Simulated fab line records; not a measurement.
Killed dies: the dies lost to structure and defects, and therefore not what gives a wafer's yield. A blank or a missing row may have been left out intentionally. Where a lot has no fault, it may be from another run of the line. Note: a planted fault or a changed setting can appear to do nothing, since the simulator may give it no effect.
Split-lot trial -- flow n5-finfet -- route with 1938 steps; 7 lots, 39 wafers read

== THE SPLIT ==
At N5_HKMG_FIN_DEVELOP_11 (develop time 30 s), the setting develop-time-s was moved away from the recipe's 30 s on 18 of the 39 wafers read, by -52.5% to +51.7%. The other wafers ran this setting at the recipe's value.

Split to reading: the file shows no intervening step.

== THE READING ==
cd-nm, in nm, at N5_HKMG_FIN_CD_MEAS_12 (target cd 92.8 nm). On this fab line, fault-free wafers typically give 93.5 nm with a standard deviation of 0.65 nm.

wafer,"tool, chamber at the split","develop-time-s as run, s",against the recipe,"cd-nm, nm",against lot-mates on the recipe
L080.1,"litho-track-05, 0",22.62,-24.6%,93.4,-0.2
L080.2,"litho-track-05, 0",22.62,-24.6%,92.9,-0.7
L080.3,"litho-track-05, 0",22.62,-24.6%,92.5,-1.1
L080.4,"litho-track-05, 0",30,recipe,93.1,-
L080.5,"litho-track-05, 0",30,recipe,94.0,-
L080.6,"litho-track-05, 0",30,recipe,93.6,-
L081.1,"litho-track-02, 0",30,recipe,93.3,-
L081.2,"litho-track-02, 0",30,recipe,93.8,-
L081.3,"litho-track-02, 0",18.92,-36.9%,91.3,-2.0
L081.4,"litho-track-02, 0",30,recipe,92.9,-
L081.5,"litho-track-02, 0",18.92,-36.9%,91.3,-2.0
L081.6,"litho-track-02, 0",18.92,-36.9%,90.9,-2.4
L084.1,"litho-track-03, 0",30,recipe,93.6,-
L084.2,"litho-track-03, 0",21.47,-28.4%,92.0,-1.5
L084.3,"litho-track-03, 0",21.47,-28.4%,92.2,-1.3
L084.4,"litho-track-03, 0",21.47,-28.4%,92.3,-1.2
L084.5,"litho-track-03, 0",30,recipe,93.1,-
L084.6,"litho-track-03, 0",30,recipe,93.9,-
L085.2,"litho-track-02, 0",30,recipe,92.5,-
L085.4,"litho-track-02, 0",30,recipe,93.5,-
L085.5,"litho-track-02, 0",30,recipe,93.6,-
L091.1,"litho-track-05, 0",45.51,+51.7%,95.4,+1.1
L091.2,"litho-track-05, 0",45.51,+51.7%,94.9,+0.6
L091.3,"litho-track-05, 0",30,recipe,94.1,-
L091.4,"litho-track-05, 0",45.51,+51.7%,96.7,+2.4
L091.5,"litho-track-05, 0",30,recipe,94.7,-
L091.6,"litho-track-05, 0",30,recipe,94.1,-
L093.1,"litho-track-02, 0",30,recipe,93.4,-
L093.2,"litho-track-02, 0",30,recipe,92.9,-
L093.3,"litho-track-02, 0",14.25,-52.5%,89.1,-4.0
L093.4,"litho-track-02, 0",14.25,-52.5%,88.8,-4.3
L093.5,"litho-track-02, 0",30,recipe,93.0,-
L093.6,"litho-track-02, 0",14.25,-52.5%,89.3,-3.8
L097.1,"litho-track-05, 0",30,recipe,93.0,-
L097.2,"litho-track-05, 0",15.61,-48.0%,90.2,-3.2
L097.3,"litho-track-05, 0",15.61,-48.0%,90.2,-3.2
L097.4,"litho-track-05, 0",30,recipe,93.5,-
L097.5,"litho-track-05, 0",15.61,-48.0%,89.8,-3.6
L097.6,"litho-track-05, 0",30,recipe,93.7,-

THE FIT
A straight line over all 39 wafers: cd-nm changes by +0.0599 nm for each +1% of develop-time-s; r = +0.92; the points scatter about the line by 0.71 nm.
The same after taking each lot's own level away (the mean of its wafers on the recipe; 39 wafers): +0.0519 nm for each +1%; r = +0.90; scatter 0.68 nm.
According to that fit, moving develop-time-s by its largest amount changes the reading by 2.7 nm.
The lots' own levels span 93.10 to 94.30 nm, that is 1.8 times the standard deviation above.
So the lot-to-lot level changes the slope: the two fits differ.
Check: for one of the wafers moved furthest among these (-52.5%), held out of the fit, the line's prediction against its lot-mates is -2.85 nm. Against them it came out at -4 nm.

== ADDITIONAL SPLITS CARRIED BY THESE WAFERS ==
Note: prior to the reading, these wafers also went through further splits. Each is held against what the fit with the lots' levels taken away leaves over:
other split on the same wafers,wafers away from the commonest value,r with cd-nm (lot level and that fit taken away)
N5_ZERO_LAYER_DEVELOP_10 develop-time-s,15,+0.15
N5_FIN_SAQP_SPACER2_ALD_28 target-thk-a,18,+0.16
N5_DUMMY_GATE_PECVD_30 time-s,6,+0.12

== THE WHOLE CHAIN: every reading that the file lists as answering this split, in the file's order ==
step,what it does,reading,change (the file's fit),r (the file's)
N5_HKMG_FIN_DEVELOP_11,develop time 30 s,"CAR-ArF_of_HKMG_FIN_COAT_06.thk-nm (the simulator's own value, which no gauge read)",-0.0116 nm for each +1% of the setting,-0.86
N5_HKMG_FIN_CD_MEAS_12,target cd 92.8 nm,cd-nm,+0.0546 nm for each +1% of the setting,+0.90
N5_HKMG_FIN_DESCUM_17,"chemistry O2, time 7.9 s","HKMG_FIN.cd-nm (the simulator's own value, which no gauge read)",+0.0527 nm for each +1% of the setting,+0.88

== THE FILE'S OWN FIT ==
cd-nm changes by +0.0546 nm for each +1% of develop-time-s, r = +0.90.
